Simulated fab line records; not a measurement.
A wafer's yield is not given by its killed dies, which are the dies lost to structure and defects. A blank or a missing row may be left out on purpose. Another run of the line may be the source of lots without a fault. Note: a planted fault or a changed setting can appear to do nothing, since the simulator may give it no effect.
Split-lot trial | flow n5 finfet | on a route of 1938 steps: 7 lots, 39 wafers read

== THE SPLIT ITSELF ==
At N5_BEOL_M7_HM_DEP_02 (deposits TiN, target thk 20 nm), the setting target thk a was moved away from the recipe's 200 angstrom on 6 of the 39 wafers read, by -47.5% to +46.7%. This setting was run at the recipe's value on the other wafers.

== FROM THE SPLIT TO THE READING: what the file shows between them, 4 steps ==
- N5_BEOL_M7_COAT_59: time 60 s, resist thk 100 nm
- N5_BEOL_M7_COAT_60: time 60 s, resist thk 35 nm
- N5_BEOL_M7_STRIP_68: strips in N2/H2
- N5_BEOL_M7_STRIP_67: strips in CF4

== THE READING ==
etch.depth nm (the simulator's own value, which no gauge read), in nm, at N5_BEOL_M7_HM_OPEN_17 (chemistry Cl2/BCl3, target TiN, target depth 20 nm, overetch 6 nm). There is no usual value for it anywhere in the file. Average 20.09 nm, standard deviation 0.23 nm, over the 33 wafers here run with the recipe.

wafer  | tool, chamber at the split | target thk a as run, angstrom | against the recipe | etch.depth nm, nm | against lot-mates on the recipe
L076.1 | pvd sputter-03, -          | 200                           | recipe             | 20.09             | -
L076.3 | pvd sputter-03, -          | 200                           | recipe             | 20.39             | -
L076.6 | pvd sputter-03, -          | 200                           | recipe             | 20.71             | -
L081.1 | pvd sputter-01, -          | 200                           | recipe             | 19.97             | -
L081.2 | pvd sputter-01, -          | 200                           | recipe             | 19.85             | -
L081.3 | pvd sputter-01, -          | 200                           | recipe             | 20.03             | -
L081.4 | pvd sputter-01, -          | 200                           | recipe             | 20.07             | -
L081.5 | pvd sputter-01, -          | 200                           | recipe             | 20.04             | -
L081.6 | pvd sputter-01, -          | 200                           | recipe             | 19.98             | -
L085.1 | pvd sputter-02, -          | 293.4                         | +46.7%             | 26.78             | +6.79
L085.2 | pvd sputter-02, -          | 293.4                         | +46.7%             | 25.64             | +5.65
L085.3 | pvd sputter-02, -          | 293.4                         | +46.7%             | 27.02             | +7.03
L085.4 | pvd sputter-02, -          | 200                           | recipe             | 19.89             | -
L085.5 | pvd sputter-02, -          | 200                           | recipe             | 20.08             | -
L085.6 | pvd sputter-02, -          | 200                           | recipe             | 19.99             | -
L086.1 | pvd sputter-01, -          | 200                           | recipe             | 20.13             | -
L086.2 | pvd sputter-01, -          | 105                           | -47.5%             | 10.66             | -9.37
L086.3 | pvd sputter-01, -          | 200                           | recipe             | 20.05             | -
L086.4 | pvd sputter-01, -          | 105                           | -47.5%             | 10.78             | -9.25
L086.5 | pvd sputter-01, -          | 105                           | -47.5%             | 10.62             | -9.41
L086.6 | pvd sputter-01, -          | 200                           | recipe             | 19.91             | -
L089.1 | pvd sputter-01, -          | 200                           | recipe             | 19.8              | -
L089.2 | pvd sputter-01, -          | 200                           | recipe             | 20.02             | -
L089.3 | pvd sputter-01, -          | 200                           | recipe             | 19.88             | -
L089.4 | pvd sputter-01, -          | 200                           | recipe             | 19.69             | -
L089.5 | pvd sputter-01, -          | 200                           | recipe             | 19.87             | -
L089.6 | pvd sputter-01, -          | 200                           | recipe             | 19.59             | -
L088.1 | pvd sputter-02, -          | 200                           | recipe             | 20.18             | -
L088.2 | pvd sputter-02, -          | 200                           | recipe             | 20.12             | -
L088.3 | pvd sputter-02, -          | 200                           | recipe             | 20.23             | -
L088.4 | pvd sputter-02, -          | 200                           | recipe             | 20.06             | -
L088.5 | pvd sputter-02, -          | 200                           | recipe             | 20.14             | -
L088.6 | pvd sputter-02, -          | 200                           | recipe             | 20.16             | -
L096.1 | pvd sputter-02, -          | 200                           | recipe             | 20.35             | -
L096.2 | pvd sputter-02, -          | 200                           | recipe             | 20.26             | -
L096.3 | pvd sputter-02, -          | 200                           | recipe             | 20.52             | -
L096.4 | pvd sputter-02, -          | 200                           | recipe             | 20.34             | -
L096.5 | pvd sputter-02, -          | 200                           | recipe             | 20.28             | -
L096.6 | pvd sputter-02, -          | 200                           | recipe             | 20.37             | -

THE FIT
A straight line over all 39 wafers: etch.depth nm changes by +0.168 nm for each +1% of target thk a; r = +0.98; the points scatter about the line by 0.6 nm.
The same after taking each lot's own level away (the mean of its wafers on the recipe; 39 wafers): +0.168 nm for each +1%; r = +0.99; scatter 0.54 nm.
On that fit, the largest move of target thk a shifts the reading by 8 nm.
From 19.808 to 20.397 nm: that is the span of the lots' own levels, equal to 2.6 times the standard deviation above.
So the lot-to-lot level changes the slope little: the two slopes agree.
Check: -7.92 nm against its lot-mates is what the line predicts for one of the wafers moved furthest among these (-47.5%) when that wafer is left out of the fit. Against them it came out at -9.37 nm.

== OTHER SPLITS APPLIED TO THESE WAFERS ==
Before the reading, these wafers also passed through other splits. Each is held against what the fit with the lots' levels taken away leaves over:
other split on the same wafers  | wafers away from the commonest value | r with etch.depth nm (lot level and that fit taken away)
N5_SD_EPI_N_EPI_21 time s       | 12                                   | +0.12
N5_BEOL_M0_SAQP_PECVD_00 time s | 18                                   | -0.09
N5_BEOL_M3_ETCH_64 time s       | 15                                   | +0.12
N5_BEOL_M5_ILD_DEP_00 time s    | 15                                   | -0.09

== THE WHOLE CHAIN: every reading that the file lists as answering this split, in the file's order ==
step                  | what it does                                                      | reading                                                                          | change (the file's fit)               | r (the file's)
N5_BEOL_M7_HM_DEP_02  | deposits TiN, target thk 20 nm                                    | TiN_of_BEOL_M7_HM_DEP_02.thk nm (the simulator's own value, which no gauge read) | +0.2 nm for each +1% of the setting   | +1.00
N5_BEOL_M7_HM_OPEN_17 | chemistry Cl2/BCl3, target TiN, target depth 20 nm, overetch 6 nm | etch.depth nm (the simulator's own value, which no gauge read)                   | +0.168 nm for each +1% of the setting | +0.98

== THE FILE'S OWN FIT ==
etch.depth nm changes by +0.168 nm for each +1% of target thk a, r = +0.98.
